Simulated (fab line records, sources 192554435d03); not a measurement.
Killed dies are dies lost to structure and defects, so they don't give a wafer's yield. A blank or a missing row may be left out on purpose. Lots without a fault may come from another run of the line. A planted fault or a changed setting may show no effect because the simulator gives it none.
A struck lot beside a sound one | flow n5_finfet | 15 steps out of a route of 1938
Sound: wafers L837.2, L837.3, L837.5. Struck: wafers L849.3, L849.5, L849.6. The cause comes at the end.
At each step with rows: each side's tool, then ch and its chambers, then its first start. Under that, the readings that differ: sound wafers | struck wafers | difference of the means | sigmas: that difference in standard deviations of wafers without a fault.
alike: readings whose means differ by less than 2 such deviations, and words and numbers that are the same on both sides. not compared: withheld readings, readings that some wafer has no value for, bounds like >300 that may hide the same value, and numbers for which the record gives no deviation and whose values overlap.
The two part at a step that has a row with sigmas, a row that says differs or no value, or rows on one side only. Numbers that don't overlap but have no deviation are shown without sigmas and don't part them. A reading that every wafer of one side lacks parts them only if that side has two wafers or more.

first, 7 steps without rows for these wafers: N5_BEOL_M8_COAT_71 (time 60 s, resist thk 5 nm); N5_BEOL_M8_COAT_22 (resist thk 30 nm); N5_BEOL_M8_EBR_24; N5_BEOL_M8_SOFTBAKE_23 (time 60 s); N5_BEOL_M8_EXPOSE_25 (exposes mask V7, target cd 40 nm); N5_BEOL_M8_PEB_26 (peb time 60 s); N5_BEOL_M8_DEVELOP_27 (develop time 30 s).
N5_BEOL_M8_CD_MEAS_28: target cd 40 nm.
  sound on cd_sem-03 ch 0, day 9 17:43; struck on cd_sem-03 ch 0, day 12 21:04
  alike: cd_nm
N5_BEOL_M8_OVL_MEAS_29:
  sound on overlay-02 ch 0, day 9 17:46; struck on overlay-02 ch 0, day 12 21:07
  alike: V7_OVL
N5_BEOL_M8_INSPECT_30: inspects for defects (brightfield).
  sound on defect_inspect-01, day 9 17:49; struck on defect_inspect-01, day 12 21:10
  alike: raw_defect_count
N5_BEOL_M8_DESCUM_33: chemistry O2, time 7 s.
  sound on rie_diel-03 ch 1,2, day 9 17:50; struck on rie_diel-06 ch 0,1, day 12 21:11
  alike: drypump_motor_current_A, oes_product_au, rf_vpp_V, showerhead_plenum_p_Torr, throttle_valve_pct
  not compared: rf_hours_counter_h
N5_BEOL_M8_ETCH_72: etches underlayer in N2/H2, target depth 6.5 nm, time 5.2 s.
  sound on rie_diel-03 ch 1,2, day 9 17:53; struck on rie_diel-06 ch 0,1, day 12 21:14
  alike: drypump_motor_current_A, etch_rf_on_time_s, h2_flow_sccm, n2_flow_sccm, oes_product_au, rf_vpp_V, showerhead_plenum_p_Torr, throttle_valve_pct
  not compared: rf_hours_counter_h
N5_BEOL_M8_ETCH_65: etches SiARC in CF4, target depth 15.6 nm, time 26 s.
  sound on rie_diel-03 ch 1,2, day 9 17:54; struck on rie_diel-06 ch 0,1, day 12 21:15
  reading               | sound          | struck         | difference | sigmas
  etch_rf_on_time_s (s) | 26.7 26.6 26.8 | 39.1 39.1 39.4 | +12.5      | +20
  alike: drypump_motor_current_A, oes_product_au, rf_vpp_V, showerhead_plenum_p_Torr, throttle_valve_pct
  not compared: rf_hours_counter_h
N5_BEOL_M8_ETCH_66: etches SOC in N2/H2, target depth 80 nm, overetch 16 nm, time 120 s.
  sound on rie_diel-03 ch 1,2, day 9 17:55; struck on rie_diel-06 ch 0,1, day 12 21:16
  alike: drypump_motor_current_A, h2_flow_sccm, n2_flow_sccm, oes_product_au, rf_vpp_V, showerhead_plenum_p_Torr, throttle_valve_pct
  not compared: rf_hours_counter_h
-- the record jumps here: 3 days lie between the struck wafers' starts before and after (it left off in module BEOL_M8 and takes up again in module PASSIVATION, whose first step shown is number 1936 of the route) --
N5_PASSIVATION_PROBE_49:
  the record has rows for the struck wafers here (prober-02, day 15 17:16) and none for the sound ones

WHERE THEY PART
First at N5_BEOL_M8_ETCH_65; last, within this record, at N5_PASSIVATION_PROBE_49.

WHY: what the simulator had put in
Process parameter drift: rie_diel-06, from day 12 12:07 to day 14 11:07, at N5_BEOL_M8_ETCH_65. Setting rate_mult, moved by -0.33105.
